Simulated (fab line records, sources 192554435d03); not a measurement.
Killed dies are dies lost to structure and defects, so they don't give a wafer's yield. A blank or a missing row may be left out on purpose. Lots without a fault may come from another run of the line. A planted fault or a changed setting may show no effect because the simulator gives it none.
Chamber matching | flow n5_finfet | N5_PMOS_HMC_CHANNEL_EPI_FIN_RECESS_16 on rie_si-06: 4 sister chambers
The step chemistry HBr/Cl2, target Si, target depth 54 nm, time 18 s. 14 wafers are shown with their chamber, then 7 later ones without.

WAFERS WITH THEIR CHAMBER
wafer  | chamber | throttle_valve_pct (%) | drypump_motor_current_A (A) | oes_product_au (a.u.)
L151.1 | 3       | 35.74                  | 4.9                         | 0.997
L151.4 | 1       | 35.61                  | 6.6                         | 1.022
L151.5 | 0       | 35.67                  | 6.1                         | 1.018
L153.1 | 0       | 35.70                  | 6.2                         | 1.020
L153.3 | 2       | 35.32                  | 5.5                         | 0.985
L153.4 | 1       | 35.64                  | 6.7                         | 1.013
L154.2 | 1       | 35.62                  | 6.6                         | 1.009
L154.5 | 3       | 35.76                  | 4.8                         | 0.998
L154.6 | 0       | 35.70                  | 6.2                         | 1.027
L167.3 | 1       | 35.63                  | 6.6                         | 1.015
L167.4 | 0       | 35.68                  | 6.1                         | 1.019
L167.5 | 1       | 35.63                  | 6.6                         | 1.012
L168.1 | 0       | 35.69                  | 6.2                         | 1.012
L168.3 | 3       | 35.74                  | 4.9                         | 0.989

SIGNATURES (means of the wafers above)
reading                 | chamber 0 | chamber 1 | chamber 2 | chamber 3 | scatter within a chamber
throttle_valve_pct      | 35.6880   | 35.6260   | 35.3200   | 35.7467   | 0.0121
drypump_motor_current_A | 6.160     | 6.620     | 5.500     | 4.867     | 0.0516
oes_product_au          | 1.01920   | 1.01420   | 0.98500   | 0.99467   | 0.00508
Rule: a wafer's distance from a chamber is the root of the sum, over the readings, of the square of ((its reading less the chamber's mean) divided by the reading's scatter). The wafer belongs to the nearest chamber; if the next one is less than 2 further off, it can't be placed. The scatter: the root of (the sum of the squares of (reading less its chamber's mean) over the shown wafers, divided by (wafers less chambers)).

WAFERS WITHOUT THEIR CHAMBER
wafer  | throttle_valve_pct (%) | drypump_motor_current_A (A) | oes_product_au (a.u.)
L168.6 | 35.76                  | 4.9                         | 0.987
L169.1 | 35.76                  | 4.9                         | 0.986
L169.2 | 35.35                  | 5.5                         | 0.984
L169.5 | 35.65                  | 6.6                         | 1.004
L171.4 | 35.33                  | 5.4                         | 0.986
L171.5 | 35.75                  | 4.8                         | 0.984
L171.6 | 35.33                  | 5.4                         | 0.983

WHICH CHAMBER EACH WENT THROUGH
wafer  | from the rows above | in truth
L168.6 | 3                   | 3
L169.1 | 3                   | 3
L169.2 | 2                   | 2
L169.5 | 1                   | 1
L171.4 | 2                   | 2
L171.5 | 3                   | 3
L171.6 | 2                   | 2
Placed correctly: 7 of 7. Can't be placed from these rows: 0. Placed wrongly: 0.
